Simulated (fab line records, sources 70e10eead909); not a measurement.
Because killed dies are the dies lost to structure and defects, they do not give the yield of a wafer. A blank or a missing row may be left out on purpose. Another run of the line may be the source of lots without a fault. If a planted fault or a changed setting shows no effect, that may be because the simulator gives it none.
Comparing a struck lot with a sound one || flow nand_harc || 43 steps out of a route of 1302
Sound: wafers L821.2, L821.5, L821.6. Struck: wafer L831.2 (left out: L831.1, L831.4 of the same lot, which were not struck); the cause appears at the end.
Per side, at each step with rows, come the tool, then ch with its chambers, and then its first start. Under that, the readings that differ: sound wafers || struck wafers || difference of the means || sigmas: that difference in standard deviations of wafers without a fault.
alike: same words and numbers on both sides, and readings whose means sit less than 2 such deviations apart. not compared: any withheld reading, any reading some wafer has no value for, any bound like >300 that may hide the same value, and any number with overlapping values for which the record gives no deviation.
Wherever a step has rows on one side only, a row that says differs or no value, or a row with sigmas, the two part there. When numbers do not overlap yet have no deviation, they are printed without sigmas and do not part them. A reading missing from all wafers of one side parts the sides only when that side holds two or more wafers.

first, 1 step without rows for these wafers: NHARC_A_CONTACT_DEVELOP_41 (develop time 35 s).
NHARC_A_CONTACT_CD_MEAS_42: the cd target is 300 nm.
  sound on cd_sem-01 ch 0, day 22 03:46; struck on cd_sem-02 ch 0, day 26 00:37
  alike: cd_nm
NHARC_A_CONTACT_OVL_MEAS_43:
  sound: overlay-01 at day 22 03:52; struck: overlay-02 at day 26 00:42
  alike: overlay_x_nm, overlay_y_nm
NHARC_A_CONTACT_INSPECT_44:
  sound: defect_inspect-01 at day 22 03:53; struck: defect_inspect-02 at day 26 00:44
{"reading": "raw_defect_count", "sound": "48 60 45", "struck": 146, "difference": "+95", "sigmas": "+2"}
then, 8 steps without rows for these wafers: NHARC_A_CONTACT_DESCUM_47 (chemistry O2, time 3 s); NHARC_A_CONTACT_ETCH_48 (etches the open film in CF4, target depth 39 nm, time 65 s); NHARC_A_CONTACT_ETCH_49 (etches the open film in N2/H2, target depth 260 nm, time 475.3 s); NHARC_A_CONTACT_ETCH_50 (etches the open film in CF4/CHF3, target depth 121 nm, time 60.5 s); NHARC_A_CONTACT_ETCH_51 (etches the open film in O2/COS, target depth 7000 nm, time 1820 s); NHARC_A_CONTACT_ETCH_111 (etches the open film in C4F8/O2/Ar, time 140 s, target depth 700 nm); NHARC_A_CONTACT_ETCH_112 (etches the open film in C4F8/O2/Ar, time 190 s, target depth 1850 nm); NHARC_A_CONTACT_ETCH_113 (etches the open film in C4F8/O2/Ar, time 190 s, target depth 1850 nm).
NHARC_A_CONTACT_ETCH_114: etches the open film in C4F8/O2/Ar, time 190 s, target depth 1850 nm.
  sound on har_cap_etch-03 ch 0,1, day 22 06:20; struck on har_cap_etch-02 ch 0, day 26 03:55
  alike: chamber_pressure_mTorr
  not compared: rf_hours_counter_h
then, 2 steps without rows for these wafers: NHARC_A_CONTACT_ETCH_115 (etches the open film in C4F8/O2/Ar, time 190 s, target depth 1850 nm); NHARC_A_CONTACT_ETCH_116 (etches the open film in C4F8/O2/Ar, time 190 s, target depth 1850 nm).
NHARC_A_CONTACT_ETCH_117: etches the open film in C4F8/O2/Ar, time 190 s, target depth 1850 nm.
  sound on har_cap_etch-03 ch 0,1, day 22 06:51; struck on har_cap_etch-02 ch 0, day 26 04:26
  alike: chamber_pressure_mTorr
  not compared: rf_hours_counter_h
NHARC_A_CONTACT_ETCH_118: etches the open film in C4F8/O2/Ar, time 190 s, target depth 1850 nm.
  sound on har_cap_etch-03 ch 0,1, day 22 07:01; struck on har_cap_etch-02 ch 0, day 26 04:36
  alike: chamber_pressure_mTorr
  not compared: rf_hours_counter_h
then, 1 step without rows for these wafers: NHARC_A_CONTACT_ETCH_119 (etches the open film in C4F8/O2/Ar, time 190 s, target depth 1850 nm).
NHARC_A_CONTACT_ETCH_120: etches the open film in C4F8/O2/Ar, time 190 s, target depth 1850 nm.
  sound on har_cap_etch-03 ch 0,1, day 22 07:22; struck on har_cap_etch-02 ch 0, day 26 04:56
  alike: chamber_pressure_mTorr
  not compared: rf_hours_counter_h
then, 3 steps without rows for these wafers: NHARC_A_CONTACT_ETCH_121 (etches the open film in C4F8/O2/Ar, time 190 s, target depth 1850 nm); NHARC_A_CONTACT_ETCH_122 (etches the open film in C4F8/O2/Ar, time 190 s, target depth 1850 nm); NHARC_A_CONTACT_ETCH_123 (etches the open film in C4F8/O2/Ar, time 490 s, target depth 2110 nm).
NHARC_A_CONTACT_ETCH_90: etches the open film in CH3F/O2, target depth 40 nm, time 85.7 s.
  sound on rie_diel-10 ch 0,1,2, day 22 08:52; struck on rie_diel-10 ch 1, day 26 06:26
  alike: chamber_pressure_mTorr, drypump_motor_current_A, o2_flow_sccm, oes_product_au, rf_vpp_V, showerhead_plenum_p_Torr, throttle_valve_pct
  not compared: rf_hours_counter_h
then, 1 step without rows for these wafers: NHARC_A_CONTACT_ETCH_96 (etches the open film in C4F6/O2, target depth 20 nm, time 10 s).
NHARC_A_CONTACT_CD_MEAS_53:
  sound: cd_sem-01 at day 22 09:03; struck: cd_sem-03 at day 26 06:39
  alike: cd_nm
then, 3 steps without rows for these wafers: NHARC_A_CONTACT_STRIP_99 (strips in N2/H2); NHARC_A_CONTACT_STRIP_100 (strips in CF4/CHF3); NHARC_A_CONTACT_STRIP_101 (strips in O2/COS).
NHARC_A_CONTACT_ETCH_102: etches the open film in CF4/O2, target depth 100 nm, overetch 10 nm, time 55 s.
  sound on rie_diel-12 ch 2,3, day 22 09:20; struck on rie_diel-10 ch 0, day 26 07:11
  alike: chamber_pressure_mTorr, drypump_motor_current_A, o2_flow_sccm, oes_product_au, rf_vpp_V, showerhead_plenum_p_Torr, throttle_valve_pct
  not compared: rf_hours_counter_h
then, 13 steps without rows for these wafers: NHARC_A_CONTACT_STRIP_55 (strips in O2); NHARC_A_CONTACT_STRIP_56 (strips in post etch residue remover, time 600 s); NHARC_A_CONTACT_DEP_57 (deposits aC, target thk 5300 nm); NHARC_A_CONTACT_DEP_58 (deposits SiON, target thk 90 nm); NHARC_A_CONTACT_DEHYDRATE_59 (time 120 s); NHARC_A_CONTACT_HMDS_60 (time 30 s); NHARC_A_CONTACT_COAT_61 (time 75 s); NHARC_A_CONTACT_COAT_62 (time 65 s); NHARC_A_CONTACT_COAT_63 (resist thk 90 nm); NHARC_A_CONTACT_SOFTBAKE_64 (time 55 s); NHARC_A_CONTACT_EBR_65; NHARC_A_CONTACT_EXPOSE_66 (exposes mask A CC 2); NHARC_A_CONTACT_PEB_67 (peb time 65 s).
-- jump in the record: it breaks off in module A_CONTACT and resumes in module END (first step shown: number 1302 of the route), and 3 days separate the struck wafers' starts before and after --
NHARC_END_SORT_01:
  only the struck wafers appear in the record here, on prober-01 ch 0 at day 29 04:38; the sound ones have no rows

## WHERE THEY PART
At NHARC_A_CONTACT_INSPECT_44 first; at NHARC_END_SORT_01 last (within this record only).

WHY: what had been put in by the simulator
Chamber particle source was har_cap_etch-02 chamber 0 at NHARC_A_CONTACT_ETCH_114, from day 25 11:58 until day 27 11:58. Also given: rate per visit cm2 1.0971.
